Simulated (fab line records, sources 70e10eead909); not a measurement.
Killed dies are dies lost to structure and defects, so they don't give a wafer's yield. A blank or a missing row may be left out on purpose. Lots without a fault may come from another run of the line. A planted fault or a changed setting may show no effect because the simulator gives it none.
fab line records | flow nand_harc
record lots=24 wafers=72 last_day=34
route steps=1302 shown P_M0@265 P_M1@302 P_M2@349
lots that met no fault: from a run of the same line without faults
start_h: hours from the record's first day to the start of the lot's first wafer shown | wait_h: hours since the lot's step before | " the same as in the row above | L1.1+2: a row that stands for several wafers | - no value, or no start given | * or withheld: withheld | < > ~ a bound
route shown NAME@n: a module of which the file shows steps, and the number in the route of the first | usual: mean/standard deviation of fault-free wafers | same: alike in all rows | chamber/n: place in a boat | sites: the reading at each site | _std_site: their standard deviation | _edge_site: outer sites' mean less inner sites' | radius_mm: how far each site lies from the wafer's centre | mask NAME#n: copy n | behind: the tool/chamber that last shaped the wafer | hold: why the lot was held/for how many hours/how that ended | device: the transistor (n, p or np) that didn't switch | end of line: the same wafers' tests at the end of the route | a step without rows: its recipe alone | killed: dies lost to structure and defects at the first sort, not the wafer's yield | map: a wafer's dies, x killed, . not, _ none there
set.NAME: the setting as run; set.NAME@STEP: as run at that earlier step | model.NAME: the simulator's own value behind a step, which no gauge read
steps of the route over a sample of lots; a table a step, a row a wafer
services: from which hour (start_h, from the record's first day; less than 0 if before it) a tool's chamber was out of use, for how many hours, and why
## steps
# step NHARC_P_M0_INSPECT_11
# usual raw_defect_count=4.0/2.3
# columns lot.wafer tool chamber start_h wait_h raw_defect_count
L074.2 defect_inspect-01 - 125.57 0.0 4
L074.3 " - " " 6
L074.5 " - " " 6
L075.1 defect_inspect-01 - 133.07 0.0 7
L075.2 " - " " 7
L075.4 " - " " 7
L076.1 defect_inspect-02 - 145.43 0.0 4
L076.2 " - " " 4
L076.6 " - " " 4
L077.2 defect_inspect-01 - 149.22 0.0 6
L077.5 " - " " 3
L077.6 " - " " 4
L078.2 defect_inspect-02 - 164.67 0.0 6
L078.3 " - " " 12
L078.6 " - " " 4
L079.1 defect_inspect-02 - 172.29 0.0 1
L079.3 " - " " 5
L079.6 " - " " 6
L080.2 defect_inspect-01 - 184.11 0.0 1
L080.3 " - " " 7
L080.5 " - " " 1
L081.3 defect_inspect-02 - 198.06 0.0 2
L081.5 " - " " 1
L081.6 " - " " 1
L082.2 defect_inspect-01 - 198.73 0.0 1
L082.3 " - " " 2
L082.4 " - " " 4
L083.2 defect_inspect-02 - 217.44 0.0 4
L083.5 " - " " 1
L083.6 " - " " 1
L084.1 defect_inspect-02 - 223.56 0.0 5
L084.2 " - " " 5
L084.4 " - " " 3
L085.1 defect_inspect-02 - 232.40 0.0 3
L085.3 " - " " 3
L085.6 " - " " 3
L086.1 defect_inspect-01 - 252.02 0.0 2
L086.5 " - " " 5
L086.6 " - " " 6
L087.3 defect_inspect-02 - 255.84 0.0 1
L087.4 " - " " 5
L087.6 " - " " 2
L088.3 defect_inspect-02 - 265.81 0.0 5
L088.5 " - " " 1
L088.6 " - " " 3
L089.3 defect_inspect-01 - 275.95 0.0 4
L089.4 " - " " 5
L089.6 " - " " 2
L090.2 defect_inspect-01 - 287.63 0.0 9
L090.4 " - " " 4
L090.5 " - " " 11
L091.1 defect_inspect-01 - 288.38 0.0 6
L091.2 " - " " 1
L091.3 " - " " 3
L092.4 defect_inspect-01 - 300.58 0.0 2
L092.5 " - " " 5
L092.6 " - " " 4
L094.1 defect_inspect-02 - 316.36 0.0 3
L094.2 " - " " 5
L094.3 " - " " 6
L093.1 defect_inspect-01 - 317.25 0.0 1
L093.3 " - " " 2
L093.4 " - " " 7
L095.4 defect_inspect-02 - 329.58 0.0 5
L095.5 " - " " 5
L095.6 " - " " 4
L097.2 defect_inspect-01 - 359.57 0.0 7
L097.3 " - " " 5
L097.5 " - " " 3
L096.2 defect_inspect-02 - 360.37 0.0 4
L096.3 " - " " 1
L096.6 " - " " 2
# step NHARC_P_M1_STRIP_18
# recipe power_w=1000 n2_flow_sccm=150 h2_flow_sccm=150 ar_flow_sccm=0 bias_w=0 chemistry=N2/H2
# usual drypump_motor_current_A=5.6/0.52 h2_flow_sccm=150.0/0.44 n2_flow_sccm=150.0/0.5 oes_product_au=1.000/0.0076 rf_vpp_V=90.5/0.9 showerhead_plenum_p_Torr=2.01/0.089 throttle_valve_pct=14.171/0.0085
# columns lot.wafer tool chamber start_h wait_h drypump_motor_current_A h2_flow_sccm n2_flow_sccm oes_product_au rf_hours_counter_h rf_vpp_V showerhead_plenum_p_Torr throttle_valve_pct
L074.3 rie_diel-02 3 129.94 0.1 6.3 150.4 150.7 1.002 4 90.1 2.09 14.173
L074.2 " 1 " " 5.2 150.8 149.8 1.004 4 89.0 1.92 14.175
L074.5 " 3 " " 6.3 150.9 150.5 1.004 - 89.4 2.09 14.181
L075.1 rie_diel-02 2 138.00 0.1 5.8 150.9 149.9 0.992 5 91.2 2.12 14.177
L075.4 " 0 " " 5.7 150.8 150.2 0.996 5 90.4 1.93 14.172
L075.2 " 1 " " 5.2 150.5 149.8 0.989 5 89.1 1.92 14.155
L076.2 rie_diel-02 0 149.85 0.1 5.7 150.1 149.8 1.006 6 90.6 1.92 14.185
L076.1 " 1 " " 5.2 148.9 150.6 0.992 6 90.5 1.91 14.160
L076.6 " 3 " " 6.3 149.4 150.1 0.979 - 91.1 2.09 14.171
L077.2 rie_diel-06 2 154.18 0.1 4.7 150.6 148.8 1.001 2 90.2 1.99 14.157
L077.6 " 1 " " 5.7 150.2 148.7 1.005 - 89.4 1.99 14.176
L077.5 " 2 " " 4.7 150.0 149.0 1.003 - 90.7 1.99 14.163
L078.2 rie_diel-02 1 169.22 0.1 5.2 149.8 149.9 1.004 7 91.0 1.91 14.173
L078.3 " 3 " " 6.3 149.7 149.4 0.984 7 91.4 2.09 14.167
L078.6 " 0 " " 5.7 150.2 149.2 1.011 - 89.2 1.92 14.167
L079.1 rie_diel-05 3 176.86 0.1 5.0 149.7 149.6 0.999 35 91.2 1.91 14.177
L079.3 " 2 " " 6.4 149.7 149.4 0.998 43 90.1 1.96 14.166
L079.6 " 2 " " 6.4 150.1 149.5 0.992 - 91.3 1.96 14.163
L080.3 rie_diel-06 3 188.75 0.1 5.5 150.2 150.5 0.995 5 90.5 2.16 14.172
L080.2 " 0 " " 6.1 150.0 149.1 1.016 4 89.8 1.91 14.172
L080.5 " 3 " " 5.5 149.8 149.8 0.997 - 92.7 2.16 14.161
L081.3 rie_diel-06 3 202.55 0.1 5.5 150.3 150.5 0.999 5 91.2 2.16 14.172
L081.6 " 2 " " 4.7 149.9 150.2 1.011 - 90.0 1.99 14.168
L081.5 " 3 " " 5.5 149.6 150.1 1.001 - 91.9 2.16 14.176
L082.2 rie_diel-02 0 203.32 0.1 5.7 149.8 150.1 0.998 9 88.9 1.92 14.168
L082.3 " 1 " " 5.2 150.3 150.7 0.996 10 89.1 1.91 14.161
L082.4 " 2 " " 5.7 149.3 149.6 1.003 10 90.2 2.12 14.173
L083.2 rie_diel-06 1 222.05 0.1 5.7 150.2 149.9 1.002 7 90.4 1.99 14.189
L083.6 " 3 " " 5.5 150.3 150.8 0.999 - 92.5 2.16 14.170
L083.5 " 0 " " 6.1 150.0 149.8 1.010 - 90.6 1.91 14.176
L084.4 rie_diel-06 0 228.05 0.1 6.1 149.9 149.5 1.010 7 89.8 1.91 14.174
L084.2 " 2 " " 4.7 150.3 150.6 1.008 8 89.9 1.99 14.180
L084.1 " 3 " " 5.5 150.4 149.2 1.005 8 91.3 2.16 14.197
L085.3 rie_diel-02 0 237.43 0.1 5.7 149.5 149.7 0.995 2 91.1 1.92 14.177
L085.1 " 1 " " 5.2 149.3 149.6 1.010 2 90.3 1.91 14.161
L085.6 " 1 " " 5.2 149.9 150.1 0.993 - 89.2 1.91 14.176
L086.1 rie_diel-02 3 256.60 0.2 6.3 150.1 149.7 0.985 2 91.2 2.08 14.164
L086.5 " 0 " " 5.7 149.7 149.1 0.995 - 90.0 1.92 14.171
L086.6 " 1 " " 5.2 149.7 150.5 0.993 - 90.3 1.91 14.157
L087.4 rie_diel-06 2 260.44 0.1 4.7 150.3 149.2 0.999 11 90.7 1.99 14.171
L087.3 " 3 " " 5.5 149.7 150.2 1.004 9 90.6 2.16 14.179
L087.6 " 3 " " 5.6 149.6 149.2 1.001 - 90.0 2.16 14.174
L088.3 rie_diel-06 2 270.41 0.1 4.7 150.2 150.0 1.007 12 90.7 1.99 14.171
L088.5 " 2 " " 4.7 150.2 149.7 1.006 - 91.1 1.99 14.156
L088.6 " 3 " " 5.5 149.6 150.1 1.004 - 91.2 2.16 14.171
L089.4 rie_diel-06 0 280.31 0.1 6.1 150.3 150.7 1.009 11 89.6 1.91 14.151
L089.3 " 3 " " 5.5 150.4 150.2 0.999 10 90.3 2.15 14.173
L089.6 " 1 " " 5.7 150.0 149.4 0.996 - 90.2 1.99 14.174
L090.2 rie_diel-06 2 292.22 0.1 4.7 150.0 150.4 1.002 13 90.8 1.99 14.164
L090.4 " 0 " " 6.1 150.0 150.0 0.989 12 89.7 1.91 14.154
L090.5 " 2 " " 4.8 149.4 150.1 1.002 - 90.0 1.99 14.179
L091.2 rie_diel-05 2 293.41 0.1 6.4 150.2 149.9 0.992 16 90.1 1.95 14.177
L091.1 " 3 " " 5.0 149.2 150.3 0.990 18 89.9 1.89 14.186
L091.3 " 0 " " 5.5 150.3 150.1 1.006 16 92.1 2.13 14.181
L092.4 rie_diel-06 2 305.18 0.1 4.8 149.9 150.5 1.007 14 89.7 1.99 14.163
L092.6 " 2 " " 4.7 150.4 150.4 1.012 - 90.9 1.99 14.165
L092.5 " 3 " " 5.6 150.3 150.2 1.002 - 91.8 2.15 14.171
L094.3 rie_diel-06 1 320.75 0.1 5.7 149.8 150.1 0.998 0 88.9 1.99 14.175
L094.1 " 2 " " 4.7 149.2 150.7 0.999 0 92.2 1.99 14.176
L094.2 " 0 " " 6.1 150.5 149.7 0.996 1 89.6 1.91 14.172
L093.1 rie_diel-06 0 322.35 0.1 6.1 149.2 149.5 1.009 1 88.9 1.91 14.162
L093.3 " 1 " " 5.7 149.7 149.6 1.001 1 90.7 1.99 14.167
L093.4 " 2 " " 4.7 150.0 150.0 1.004 1 90.8 1.99 14.186
L095.4 rie_diel-02 2 334.16 0.1 5.7 150.2 150.4 0.991 7 90.8 2.11 14.170
L095.6 " 0 " " 5.7 149.9 150.6 1.001 - 91.1 1.92 14.175
L095.5 " 1 " " 5.2 149.9 150.5 0.996 - 90.7 1.91 14.159
L097.2 rie_diel-02 3 364.14 0.1 6.3 149.4 150.5 1.002 10 92.5 2.08 14.173
L097.3 " 0 " " 5.7 150.3 149.7 1.012 11 90.1 1.92 14.161
L097.5 " 2 " " 5.7 150.5 150.4 0.994 - 91.3 2.11 14.184
L096.3 rie_diel-02 2 365.00 0.1 5.8 149.5 150.2 0.991 9 90.7 2.11 14.168
L096.2 " 3 " " 6.3 150.2 150.9 0.988 10 91.0 2.08 14.175
L096.6 " 2 " " 5.7 149.9 149.9 0.980 - 90.2 2.11 14.178
# step NHARC_P_M1_ETCH_28
# recipe target_depth_a=300 over_etch_frac=0.3 time_s=72.99 ion_energy_ev=150 cf4_flow_sccm=50 n2_flow_sccm=100 ar_flow_sccm=150 rf_w=300 bias_w=100 chemistry=CF4/N2
# usual cf4_flow_sccm=50.00/0.16 drypump_motor_current_A=5.6/0.51 n2_flow_sccm=100.0/0.3 oes_product_au=1.000/0.0078 rf_vpp_V=313.3/1.8 showerhead_plenum_p_Torr=2.58/0.1 throttle_valve_pct=19.794/0.0089
# columns lot.wafer tool chamber start_h wait_h cf4_flow_sccm drypump_motor_current_A n2_flow_sccm oes_product_au rf_hours_counter_h rf_vpp_V showerhead_plenum_p_Torr throttle_valve_pct
L074.2 rie_diel-02 3 - - 50.20 6.3 100.4 0.995 4 313.8 2.68 19.787
L074.3 " 1 " " 49.67 5.2 99.5 0.992 4 312.1 2.48 19.799
L074.5 " 3 " " 50.10 6.3 100.0 0.992 - 315.6 2.68 19.797
L075.2 rie_diel-02 1 - - 49.92 5.2 100.0 0.989 5 310.7 2.48 19.788
L075.1 " 2 " " 50.19 5.7 101.0 0.998 5 316.4 2.72 19.786
L075.4 " 3 " " 50.19 6.3 100.2 0.992 5 315.5 2.68 19.788
L076.1 rie_diel-02 1 - - 49.75 5.2 100.1 0.996 6 312.1 2.48 19.802
L076.2 " 2 " " 50.04 5.7 99.6 1.010 6 315.6 2.72 19.774
L076.6 " 3 " " 49.94 6.3 99.4 1.000 - 314.1 2.68 19.793
L077.2 rie_diel-06 0 - - 50.16 6.1 99.8 1.004 2 311.1 2.48 19.788
L077.6 " 0 " " 50.03 6.1 99.8 1.014 - 313.4 2.48 19.805
L077.5 " 1 " " 49.81 5.7 99.9 0.991 - 313.1 2.57 19.788
L078.3 rie_diel-02 1 - - 49.93 5.2 100.4 0.988 8 311.3 2.48 19.791
L078.2 " 2 " " 49.68 5.7 100.3 1.001 7 316.3 2.72 19.805
L078.6 " 0 " " 49.78 5.7 100.1 1.001 - 310.5 2.49 19.799
L079.1 rie_diel-05 1 - - 50.06 6.7 99.6 1.000 44 312.3 2.58 19.800
L079.3 " 2 " " 50.10 6.3 99.6 1.005 44 312.3 2.53 19.786
L079.6 " 3 " " 50.03 5.0 100.3 1.007 - 311.7 2.47 19.801
L080.2 rie_diel-06 1 - - 50.01 5.7 99.9 1.005 5 313.7 2.57 19.785
L080.3 " 3 " " 50.28 5.5 99.5 1.007 5 315.8 2.76 19.790
L080.5 " 2 " " 49.97 4.7 99.8 1.010 - 313.5 2.57 19.792
L081.3 rie_diel-06 3 - - 49.96 5.5 99.6 1.003 5 316.4 2.76 19.798
L081.6 " 2 " " 49.99 4.7 100.0 1.002 - 313.8 2.57 19.802
L081.5 " 3 " " 49.92 5.5 99.6 0.995 - 316.3 2.76 19.781
L082.2 rie_diel-02 0 - - 50.02 5.7 99.7 1.021 9 312.1 2.49 19.808
L082.4 " 1 " " 49.80 5.2 99.9 1.003 10 309.8 2.48 19.792
L082.3 " 3 " " 50.16 6.3 100.0 0.991 10 315.3 2.68 19.787
L083.2 rie_diel-06 3 - - 50.12 5.5 100.5 0.991 7 317.0 2.76 19.786
L083.6 " 1 " " 49.98 5.7 100.1 0.991 - 313.6 2.57 19.793
L083.5 " 2 " " 49.91 4.7 99.8 1.004 - 313.2 2.57 19.777
L084.4 rie_diel-06 1 - - 50.13 5.7 100.3 0.994 8 315.1 2.57 19.787
L084.1 " 2 " " 49.72 4.7 99.9 1.013 8 313.5 2.57 19.800
L084.2 " 3 " " 50.13 5.5 100.0 0.992 8 316.2 2.76 19.792
L085.3 rie_diel-02 0 - - 50.04 5.7 100.2 0.998 2 310.9 2.49 19.800
L085.1 " 1 " " 50.30 5.2 100.0 0.996 2 312.5 2.47 19.802
L085.6 " 3 " " 50.12 6.3 100.1 0.996 - 314.5 2.68 19.788
L086.1 rie_diel-02 2 - - 49.86 5.7 100.0 0.996 2 315.7 2.71 19.803
L086.5 " 0 " " 49.86 5.7 99.7 0.995 - 310.9 2.49 19.790
L086.6 " 1 " " 49.80 5.2 100.6 0.992 - 311.6 2.47 19.798
L087.3 rie_diel-06 3 - - 49.56 5.5 100.2 1.001 9 315.9 2.76 19.803
L087.4 " 0 " " 50.01 6.1 99.8 1.003 10 310.7 2.47 19.794
L087.6 " 3 " " 49.64 5.5 99.8 0.980 - 316.0 2.76 19.800
L088.3 rie_diel-06 3 - - 49.68 5.5 100.2 0.994 10 315.1 2.76 19.776
L088.6 " 1 " " 50.09 5.7 100.2 0.997 - 313.6 2.57 19.797
L088.5 " 2 " " 50.12 4.7 99.9 1.012 - 314.7 2.57 19.790
L089.4 rie_diel-06 1 - - 49.78 5.7 99.6 0.997 13 313.1 2.57 19.812
L089.3 " 0 " " 49.89 6.1 100.4 0.998 11 312.3 2.47 19.798
L089.6 " 2 " " 50.12 4.7 100.0 1.011 - 312.7 2.57 19.798
L090.2 rie_diel-06 0 - - 49.89 6.1 99.7 1.004 12 310.1 2.47 19.795
L090.4 " 1 " " 49.84 5.7 100.5 1.002 14 312.9 2.57 19.789
L090.5 " 0 " " 49.96 6.1 100.2 1.007 - 312.3 2.47 19.798
L091.2 rie_diel-05 2 - - 50.20 6.3 99.7 0.997 16 312.4 2.52 19.790
L091.1 " 3 " " 50.14 5.0 100.7 1.007 18 310.9 2.45 19.783
L091.3 " 0 " " 50.05 5.5 100.0 1.002 16 314.2 2.73 19.800
L092.4 rie_diel-06 1 - - 49.93 5.7 100.1 0.993 14 313.4 2.56 19.803
L092.6 " 1 " " 49.92 5.7 100.4 0.998 - 312.8 2.57 19.773
L092.5 " 2 " " 49.95 4.7 100.3 1.010 - 313.4 2.56 19.779
L094.2 rie_diel-06 0 - - 50.00 6.1 99.5 1.011 1 312.2 2.47 19.802
L094.1 " 2 " " 50.27 4.8 99.8 1.003 0 311.1 2.56 19.797
L094.3 " 3 " " 50.22 5.5 100.0 0.995 1 316.8 2.76 19.801
L093.4 rie_diel-06 1 - - 49.97 5.7 100.5 1.004 1 312.4 2.56 19.788
L093.3 " 2 " " 49.82 4.7 99.9 1.000 1 312.3 2.57 19.787
L093.1 " 3 " " 50.26 5.5 100.6 0.990 1 314.9 2.76 19.796
L095.4 rie_diel-02 2 - - 49.73 5.7 99.9 1.003 7 315.9 2.71 19.804
L095.5 " 3 " " 49.83 6.3 99.8 1.004 - 315.3 2.68 19.797
L095.6 " 0 " " 50.26 5.7 100.2 1.008 - 311.4 2.49 19.787
L097.3 rie_diel-02 1 - - 50.11 5.2 99.8 0.992 11 310.1 2.47 19.801
L097.2 " 0 " " 49.96 5.7 100.0 0.987 11 311.9 2.48 19.790
L097.5 " 1 " " 50.15 5.2 100.0 0.991 - 311.3 2.47 19.790
L096.2 rie_diel-02 2 - - 50.18 5.7 99.9 0.995 9 316.4 2.71 19.788
L096.3 " 3 " " 49.94 6.3 99.7 1.004 10 314.9 2.68 19.792
L096.6 " 3 " " 50.05 6.3 100.2 1.002 - 314.1 2.68 19.786
# step NHARC_P_M1_DEGAS_29
# recipe temp_c=250 time_s=60
# usual heater_power_w=363/37
# columns lot.wafer tool chamber start_h wait_h heater_power_w
L074.3 pvd_sputter-02 - 130.65 - 343
L074.2 " - " " 374
L074.5 " - " " 371
L075.2 pvd_sputter-01 - 138.77 - 360
L075.4 " - " " 437
L075.1 " - " " 357
L076.2 pvd_sputter-03 - 150.44 - 366
L076.1 " - " " 340
L076.6 " - " " 369
L077.2 pvd_sputter-03 - 154.80 - 370
L077.5 " - " " 332
L077.6 " - " " 321
L078.3 pvd_sputter-03 - 169.84 - 369
L078.2 " - " " 336
L078.6 " - " " 360
L079.3 pvd_sputter-01 - 177.57 - 446
L079.1 " - " " 360
L079.6 " - " " 445
L080.2 pvd_sputter-03 - 189.38 - 326
L080.3 " - " " 312
L080.5 " - " " 329
L081.3 pvd_sputter-01 - 203.20 - 354
L081.6 " - " " 450
L081.5 " - " " 358
L082.4 pvd_sputter-03 - 203.94 - 346
L082.2 " - " " 342
L082.3 " - " " 309
L083.2 pvd_sputter-01 - 222.65 - 450
L083.6 " - " " 355
L083.5 " - " " 443
L084.4 pvd_sputter-02 - 228.75 - 371
L084.1 " - " " 364
L084.2 " - " " 351
L085.3 pvd_sputter-03 - 238.08 - 342
L085.1 " - " " 307
L085.6 " - " " 347
L086.1 pvd_sputter-03 - 257.19 - 298
L086.5 " - " " 337
L086.6 " - " " 341
L087.3 pvd_sputter-01 - 261.08 - 364
L087.4 " - " " 455
L087.6 " - " " 377
L088.3 pvd_sputter-02 - 271.07 - 355
L088.6 " - " " 378
L088.5 " - " " 368
L089.3 pvd_sputter-03 - 280.96 - 348
L089.4 " - " " 304
L089.6 " - " " 343
L090.4 pvd_sputter-02 - 292.85 - 341
L090.2 " - " " 366
L090.5 " - " " 366
L091.1 pvd_sputter-02 - 294.05 - 338
L091.2 " - " " 373
L091.3 " - " " 373
L092.4 pvd_sputter-03 - 305.83 - 341
L092.6 " - " " 339
L092.5 " - " " 304
L094.1 pvd_sputter-01 - 321.39 - 441
L094.2 " - " " 374
L094.3 " - " " 350
L093.4 pvd_sputter-01 - 322.96 - 351
L093.1 " - " " 452
L093.3 " - " " 366
L095.4 pvd_sputter-01 - 334.75 - 448
L095.5 " - " " 441
L095.6 " - " " 379
L097.3 pvd_sputter-02 - 364.77 - 368
L097.2 " - " " 355
L097.5 " - " " 355
L096.3 pvd_sputter-01 - 365.64 - 354
L096.2 " - " " 383
L096.6 " - " " 354
# step NHARC_P_M1_PVD_20
# recipe target_thk_a=50 bias_v=168.6 power_w=15000 chamber_pressure_pa=0.12 time_s=8.06 substrate_temp_c=50 material=TaN
# usual cathode_dc_power_W=15000/2.7 throttle_valve_pct=29.9/1
# columns lot.wafer tool chamber start_h wait_h cathode_dc_power_W throttle_valve_pct
L074.2 pvd_sputter-02 - - - 15000 29.9
L074.3 " - " " 14998 29.7
L074.5 " - " " 14995 31.1
L075.4 pvd_sputter-01 - - - 15001 29.4
L075.2 " - " " 14997 28.6
L075.1 " - " " 14994 29.5
L076.2 pvd_sputter-03 - - - 15001 31.3
L076.1 " - " " 15000 28.2
L076.6 " - " " 15003 29.0
L077.2 pvd_sputter-03 - - - 14998 31.6
L077.6 " - " " 14997 29.1
L077.5 " - " " 15002 31.4
L078.2 pvd_sputter-03 - - - 15002 31.3
L078.3 " - " " 14998 30.5
L078.6 " - " " 15004 28.4
L079.1 pvd_sputter-01 - - - 15000 29.7
L079.3 " - " " 15005 29.5
L079.6 " - " " 15003 29.6
L080.3 pvd_sputter-03 - - - 14999 28.6
L080.2 " - " " 15005 28.7
L080.5 " - " " 15000 30.7
L081.3 pvd_sputter-01 - - - 15000 31.7
L081.6 " - " " 15000 29.7
L081.5 " - " " 14997 31.7
L082.3 pvd_sputter-03 - - - 15001 31.2
L082.4 " - " " 14996 28.6
L082.2 " - " " 14999 30.8
L083.2 pvd_sputter-01 - - - 15003 31.8
L083.5 " - " " 15000 29.0
L083.6 " - " " 14999 29.7
L084.2 pvd_sputter-02 - - - 15003 29.7
L084.4 " - " " 14997 29.7
L084.1 " - " " 15003 29.0
L085.1 pvd_sputter-03 - - - 15001 28.7
L085.3 " - " " 14998 30.9
L085.6 " - " " 15000 31.4
L086.1 pvd_sputter-03 - - - 14999 31.4
L086.5 " - " " 15005 31.3
L086.6 " - " " 14996 28.6
L087.4 pvd_sputter-01 - - - 15003 29.0
L087.3 " - " " 14999 30.3
L087.6 " - " " 15006 29.7
L088.3 pvd_sputter-02 - - - 14995 29.4
L088.6 " - " " 15002 29.7
L088.5 " - " " 14998 29.1
L089.4 pvd_sputter-03 - - - 15002 31.2
L089.3 " - " " 15005 28.5
L089.6 " - " " 14998 30.9
L090.2 pvd_sputter-02 - - - 15000 31.2
L090.4 " - " " 15002 29.1
L090.5 " - " " 15003 31.0
L091.3 pvd_sputter-02 - - - 15001 31.3
L091.2 " - " " 14997 28.7
L091.1 " - " " 14998 29.7
L092.4 pvd_sputter-03 - - - 14996 31.4
L092.6 " - " " 15003 31.1
L092.5 " - " " 15001 28.7
L094.3 pvd_sputter-01 - - - 14999 30.3
L094.2 " - " " 14999 30.2
L094.1 " - " " 15002 29.2
L093.1 pvd_sputter-01 - - - 14998 30.6
L093.3 " - " " 15000 29.0
L093.4 " - " " 15000 30.5
L095.4 pvd_sputter-01 - - - 14998 29.7
L095.6 " - " " 15000 30.4
L095.5 " - " " 15004 29.7
L097.3 pvd_sputter-02 - - - 14999 29.5
L097.2 " - " " 15002 31.2
L097.5 " - " " 14999 29.4
L096.2 pvd_sputter-01 - - - 14994 30.4
L096.3 " - " " 15001 30.4
L096.6 " - " " 14999 30.2
# step NHARC_P_M2_PRE_CLEAN_32
# recipe time_s=12 temp_c=370 rf_power_w=300 gas=NH3
# usual heater_power_w=628/75
# columns lot.wafer tool chamber start_h wait_h heater_power_w
L074.3 pecvd-02 2 136.68 0.1 452
L074.2 " 1 " " 564
L074.5 " 0 " " 712
L075.1 pecvd-04 0 144.64 0.1 690
L075.2 " 2 " " 677
L075.4 " 1 " " 658
L076.2 pecvd-04 2 156.11 0.1 708
L076.1 " 0 " " 728
L076.6 " 2 " " 704
L077.2 pecvd-04 2 160.47 0.1 664
L077.5 " 0 " " 720
L077.6 " 2 " " 660
L078.3 pecvd-02 2 175.69 0.1 540
L078.2 " 0 " " 685
L078.6 " 1 " " 581
L079.1 pecvd-04 2 183.55 0.1 666
L079.3 " 0 " " 750
L079.6 " 2 " " 667
L080.3 pecvd-04 2 195.42 0.1 620
L080.2 " 0 " " 720
L080.5 " 0 " " 736
L081.3 pecvd-04 0 208.98 0.1 716
L081.6 " 1 " " 604
L081.5 " 2 " " 678
L082.2 pecvd-03 1 209.86 0.1 573
L082.3 " 2 " " 647
L082.4 " 0 " " 628
L083.2 pecvd-04 1 228.49 0.1 652
L083.6 " 1 " " 634
L083.5 " 0 " " 756
L084.1 pecvd-04 2 235.56 0.6 642
L084.2 " 0 " " 657
L084.4 " 2 " " 649
L085.1 pecvd-02 1 244.07 0.1 556
L085.3 " 2 " " 525
L085.6 " 1 " " 565
L086.1 pecvd-04 2 262.95 0.1 599
L086.6 " 2 " " 595
L086.5 " 0 " " 720
L087.3 pecvd-03 2 266.85 0.1 634
L087.4 " 2 " " 619
L087.6 " 0 " " 636
L088.3 pecvd-03 2 276.88 0.1 645
L088.6 " 0 " " 623
L088.5 " 2 " " 647
L089.3 pecvd-03 2 286.72 0.1 606
L089.6 " 2 " " 586
L089.4 " 0 " " 639
L090.2 pecvd-04 1 298.58 0.1 662
L090.4 " 0 " " 778
L090.5 " 1 " " 664
L091.1 pecvd-02 2 299.91 0.1 459
L091.3 " 0 " " 609
L091.2 " 1 " " 585
L092.6 pecvd-02 0 311.76 0.2 730
L092.5 " 1 " " 580
L092.4 " 2 " " 461
L094.1 pecvd-03 0 327.25 0.1 672
L094.3 " 1 " " 647
L094.2 " 2 " " 605
L093.1 pecvd-04 1 328.68 0.1 603
L093.3 " 0 " " 814
L093.4 " 2 " " 604
L095.4 pecvd-04 1 340.49 0.1 606
L095.6 " 2 " " 634
L095.5 " 0 " " 739
L097.2 pecvd-02 1 370.67 0.2 591
L097.3 " 0 " " 606
L097.5 " 2 " " 466
L096.2 pecvd-02 2 371.54 0.1 486
L096.3 " 0 " " 690
L096.6 " 2 " " 492
## services
# columns tool chamber start_h hours kind
pecvd-03 0 115.06 4.3 repair
rie_diel-06 - 130.23 9.0 pm
pecvd-02 - 135.45 1.2 repair
pvd_sputter-03 - 137.86 2.8 repair
rie_diel-06 0 155.08 11.2 repair
pecvd-04 1 161.88 6.9 repair
pvd_sputter-03 - 181.29 1.3 repair
pvd_sputter-01 - 187.57 3.2 repair
rie_diel-02 0 192.96 6.3 repair
rie_diel-02 - 216.70 9.0 pm
pvd_sputter-01 - 226.00 10.0 pm
pecvd-02 - 227.11 13.0 pm
pvd_sputter-02 - 239.40 1.9 repair
rie_diel-06 3 239.80 15.4 repair
pvd_sputter-02 - 243.30 18.0 repair
pecvd-04 - 269.00 13.0 pm
rie_diel-02 2 277.98 14.9 repair
pvd_sputter-02 - 282.00 10.0 pm
rie_diel-06 - 295.51 0.4 repair
pvd_sputter-01 - 297.65 1.4 repair
rie_diel-06 - 307.23 9.0 pm
rie_diel-06 2 339.84 5.7 repair
pvd_sputter-03 - 348.04 10.0 pm
rie_diel-06 1 360.44 3.1 repair
## key
fault none
